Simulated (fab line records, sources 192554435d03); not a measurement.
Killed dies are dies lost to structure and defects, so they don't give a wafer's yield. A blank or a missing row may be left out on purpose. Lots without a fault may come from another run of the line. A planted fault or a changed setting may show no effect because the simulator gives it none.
fab line records | flow n5_finfet
record lots=12 wafers=31 last_day=18
route steps=1938 shown BEOL_M5@1178 BEOL_M6@1194
lots that met no fault: from a run of the same line without faults
start_h: hours from the record's first day to the start of the lot's first wafer shown | wait_h: hours since the lot's step before | " the same as in the row above | L1.1+2: a row that stands for several wafers | - no value, or no start given | * or withheld: withheld | < > ~ a bound
route shown NAME@n: a module of which the file shows steps, and the number in the route of the first | usual: mean/standard deviation of fault-free wafers | same: alike in all rows | chamber/n: place in a boat | sites: the reading at each site | _std_site: their standard deviation | _edge_site: outer sites' mean less inner sites' | radius_mm: how far each site lies from the wafer's centre | mask NAME#n: copy n | behind: the tool/chamber that last shaped the wafer | hold: why the lot was held/for how many hours/how that ended | device: the transistor (n, p or np) that didn't switch | end of line: the same wafers' tests at the end of the route | a step without rows: its recipe alone | killed: dies lost to structure and defects at the first sort, not the wafer's yield | map: a wafer's dies, x killed, . not, _ none there
set.NAME: the setting as run; set.NAME@STEP: as run at that earlier step | model.NAME: the simulator's own value behind a step, which no gauge read
steps of the route over a sample of lots; a table a step, a row a wafer
services: from which hour (start_h, from the record's first day; less than 0 if before it) a tool's chamber was out of use, for how many hours, and why
## steps
# step N5_BEOL_M5_ANNEAL_82
# recipe temp_c=400 time_s=1800 ambient=vacuum
# usual heater_power_w=813/55
# same time_s=1800
# columns lot.wafer tool chamber start_h wait_h heater_power_w
L210.4 pvd_sputter-02 - 170.53 0.0 903
L210.6 " - " " 926
L213.2 pvd_sputter-02 - 187.95 0.0 764
L213.5 " - " " 797
L213.6 " - " " 924
L212.2 pvd_sputter-03 - 199.85 0.0 790
L212.3 " - " " 874
L215.3 pvd_sputter-01 - 204.97 0.0 770
L215.4 " - " " 758
L215.6 " - " " 736
L217.2 pvd_sputter-01 - 210.96 0.0 741
L217.3 " - " " 763
L217.5 " - " " 768
L216.1 pvd_sputter-03 - 211.18 0.0 777
L216.3 " - " " 804
L216.4 " - " " 861
L219.5 pvd_sputter-01 - 241.56 0.5 755
L219.6 " - " " 814
L221.1 pvd_sputter-01 - 265.72 0.0 799
L221.2 " - " " 764
L221.6 " - " " 835
L224.1 pvd_sputter-03 - 276.39 0.0 869
L224.2 " - " " 773
L224.3 " - " " 785
L229.1 pvd_sputter-01 - 317.70 0.0 757
L229.6 " - " " 813
L230.3 pvd_sputter-03 - 327.34 0.0 794
L230.5 " - " " 786
L232.4 pvd_sputter-01 - 333.46 0.0 761
L232.5 " - " " 749
L232.6 " - " " 802
# step N5_BEOL_M5_SPUTTER_83
# recipe material=Cu target_thk_a=150 temp_c=-20 chamber_pressure_pa=0.07 power_w=withheld time_s=27.62
# usual substrate_temp_c=-20.01/0.1 throttle_valve_pct=30.3/0.95
# same time_s=27.62
# columns lot.wafer tool chamber start_h wait_h substrate_temp_c throttle_valve_pct
L210.4 pvd_sputter-02 - 171.54 0.5 -20.09 31.8
L210.6 " - " " -20.07 29.9
L213.2 pvd_sputter-02 - 188.96 0.5 -20.06 29.4
L213.5 " - " " -20.10 30.0
L213.6 " - " " -20.00 29.9
L212.2 pvd_sputter-03 - 200.86 0.5 -19.95 30.6
L212.3 " - " " -20.02 30.0
L215.3 pvd_sputter-01 - 205.98 0.5 -20.07 31.8
L215.4 " - " " -20.09 28.7
L215.6 " - " " -19.83 30.0
L217.2 pvd_sputter-01 - 211.97 0.5 -20.10 30.2
L217.3 " - " " -19.89 28.9
L217.5 " - " " -19.96 30.1
L216.1 pvd_sputter-03 - 212.19 0.5 -20.03 31.8
L216.3 " - " " -19.95 30.7
L216.4 " - " " -20.16 29.1
L219.5 pvd_sputter-01 - 248.68 6.6 -20.01 29.9
L219.6 " - " " -19.87 30.3
L221.1 pvd_sputter-01 - 266.73 0.5 -20.02 31.4
L221.2 " - " " -20.11 30.3
L221.6 " - " " -19.98 30.4
L224.1 pvd_sputter-03 - 277.40 0.5 -20.14 29.0
L224.2 " - " " -19.90 31.7
L224.3 " - " " -19.99 30.6
L229.1 pvd_sputter-01 - 318.71 0.5 -20.00 31.6
L229.6 " - " " -20.00 30.4
L230.3 pvd_sputter-03 - 328.35 0.5 -20.04 31.4
L230.5 " - " " -20.04 31.8
L232.4 pvd_sputter-01 - 334.46 0.5 -20.17 28.6
L232.5 " - " " -19.87 30.2
L232.6 " - " " -19.87 30.4
# step N5_BEOL_M5_INSPECT_58
# recipe inspect_instrument=darkfield mode=post_dep
# usual raw_defect_count=72/24
# columns lot.wafer tool chamber start_h wait_h raw_defect_count
L210.4 defect_inspect-01 - 174.80 0.0 87
L210.6 " - " " 61
L213.2 defect_inspect-02 - 192.25 0.0 66
L213.5 " - " " 56
L213.6 " - " " 87
L212.2 defect_inspect-01 - 204.14 0.0 58
L212.3 " - " " 99
L215.3 defect_inspect-01 - 209.24 0.0 69
L215.4 " - " " 70
L215.6 " - " " 125
L217.2 defect_inspect-01 - 215.36 0.0 112
L217.3 " - " " 70
L217.5 " - " " 137
L216.1 defect_inspect-02 - 215.47 0.0 80
L216.3 " - " " 40
L216.4 " - " " 74
L219.5 defect_inspect-02 - 251.93 0.0 106
L219.6 " - " " 87
L221.1 defect_inspect-02 - 269.98 0.0 37
L221.2 " - " " 68
L221.6 " - " " 100
L224.1 defect_inspect-01 - 280.65 0.0 64
L224.2 " - " " 66
L224.3 " - " " 47
L229.1 defect_inspect-01 - 323.70 0.0 83
L229.6 " - " " 91
L230.3 defect_inspect-01 - 331.61 0.0 48
L230.5 " - " " 30
L232.4 defect_inspect-02 - 337.72 0.0 58
L232.5 " - " " 62
L232.6 " - " " 59
# step N5_BEOL_M6_ILD_DEP_00
# recipe material=SiCOH_lowk target_thk_a=1797.5 temp_c=300 precursor=DEMS/porogen pressure_torr=5 rf_w=500 time_s=33.4
# usual heater_power_w=331/48 showerhead_plenum_p_Torr=5.747/0.016 throttle_valve_pct=13.6/0.36
# columns lot.wafer tool chamber start_h wait_h heater_power_w showerhead_plenum_p_Torr since_wet_clean_h throttle_valve_pct
L210.4 pecvd-01 0 174.85 0.1 349 5.760 - 12.9
L210.6 " 1 " " 384 5.765 - 13.0
L213.2 pecvd-01 2 192.29 0.0 342 5.747 142 13.6
L213.5 " 2 " " 339 5.738 - 13.6
L213.6 " 0 " " 330 5.746 - 13.2
L212.2 pecvd-02 2 204.18 0.0 320 5.732 335 13.3
L212.3 " 0 " " 339 5.755 1089 13.9
L215.3 pecvd-01 2 209.27 0.0 347 5.738 159 13.6
L215.4 " 2 " " 343 5.754 - 13.9
L215.6 " 1 " " 360 5.757 - 13.0
L217.2 pecvd-02 2 215.40 0.0 307 5.740 346 13.0
L217.3 " 2 " " 317 5.754 - 13.6
L217.5 " 2 " " 307 5.753 - 13.5
L216.1 pecvd-01 0 215.51 0.0 323 5.759 919 13.1
L216.3 " 2 " " 357 5.739 165 13.4
L216.4 " 0 " " 320 5.755 - 13.1
L219.5 pecvd-03 1 251.99 0.1 314 5.720 - 14.4
L219.6 " 0 " " 274 5.730 - 13.6
L221.1 pecvd-03 0 270.02 0.0 295 5.742 793 14.1
L221.2 " 2 " " 216 5.735 39 13.4
L221.6 " 0 " " 230 5.729 - 13.7
L224.1 pecvd-02 2 280.69 0.0 296 5.746 412 13.9
L224.2 " 0 " " 312 5.721 1166 14.0
L224.3 " 1 " " 433 5.760 1891 13.8
L229.1 pecvd-01 2 323.73 0.0 275 5.742 273 13.9
L229.6 " 2 " " 286 5.759 - 13.7
L230.3 pecvd-01 0 331.65 0.0 327 5.762 1036 13.1
L230.5 " 0 " " 329 5.752 - 13.4
L232.4 pecvd-03 0 337.78 0.1 265 5.724 - 14.0
L232.5 " 2 " " 248 5.743 - 13.1
L232.6 " 1 " " 333 5.716 - 14.6
# step N5_BEOL_M6_THK_MEAS_01
# recipe reads=SiCOH_lowk_of_BEOL_M6_ILD_DEP_00
# usual M6_ILD_THK=155.0/2.1
# columns lot.wafer tool chamber start_h wait_h M6_ILD_THK[nm]
L210.4 film_metro-01 - 175.47 0.2 156.6
L210.6 " - " " 155.8
L213.2 film_metro-01 - 192.87 0.4 154.8
L213.5 " - " " 157.0
L213.6 " - " " 153.7
L212.2 film_metro-01 - 204.76 0.4 153.8
L212.3 " - " " 152.7
L215.3 film_metro-01 - 209.85 0.3 157.1
L215.4 " - " " 157.7
L215.6 " - " " 156.5
L217.2 film_metro-02 - 216.00 0.4 155.7
L217.3 " - " " 157.1
L217.5 " - " " 157.0
L216.1 film_metro-01 - 216.09 0.4 151.6
L216.3 " - " " 154.1
L216.4 " - " " 155.0
L219.5 film_metro-01 - 252.55 0.1 156.3
L219.6 " - " " 154.5
L221.1 film_metro-01 - 270.60 0.4 152.4
L221.2 " - " " 151.1
L221.6 " - " " 153.6
L224.1 film_metro-01 - 281.27 0.4 144.5
L224.2 " - " " 151.8
L224.3 " - " " 154.4
L229.1 film_metro-02 - 324.79 0.8 153.4
L229.6 " - " " 156.0
L230.3 film_metro-01 - 332.24 0.3 153.6
L230.5 " - " " 157.1
L232.4 film_metro-02 - 338.34 0.2 155.0
L232.5 " - " " 156.4
L232.6 " - " " 155.3
## services
# columns tool chamber start_h hours kind
pecvd-03 0 152.39 2.1 scheduled_down
pecvd-03 2 154.52 5.5 scheduled_down
pecvd-02 2 161.44 4.7 repair
pecvd-02 - 161.88 9.5 repair
pecvd-03 2 202.38 - clean
pecvd-03 2 202.38 - consumable_replace:showerhead
pecvd-03 2 202.38 29.0 scheduled_down
pecvd-03 2 202.38 29.0 vent_cycle
pecvd-02 1 213.54 5.5 scheduled_down
pecvd-03 0 237.39 5.5 scheduled_down
pecvd-03 0 243.03 4.9 repair
pecvd-01 2 245.23 12.9 repair
pecvd-02 1 249.97 2.1 scheduled_down
pecvd-03 2 273.09 2.1 scheduled_down
pecvd-01 1 303.86 4.9 repair
pecvd-02 0 337.11 2.1 scheduled_down
## key
first_sign step=N5_BEOL_M6_THK_MEAS_01 reading=M6_ILD_THK direction=down sigmas=5 usual=155.0 struck=144.5
effect none on later readings
met_at N5_BEOL_M6_ILD_DEP_00
struck_lots L224
struck_wafers L224.1
not_acting_at N5_BEOL_M5_ANNEAL_82,N5_BEOL_M5_SPUTTER_83,N5_BEOL_M5_INSPECT_58
onset_between 215.40 280.69
fault kind=process_parameter_drift tool=pecvd-02 chamber=- onset_h=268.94 steps=N5_BEOL_M6_ILD_DEP_00 channel=time_s offset=* shape=step end_h=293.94 scope=struck_wafers_only acts_in=* stated=*
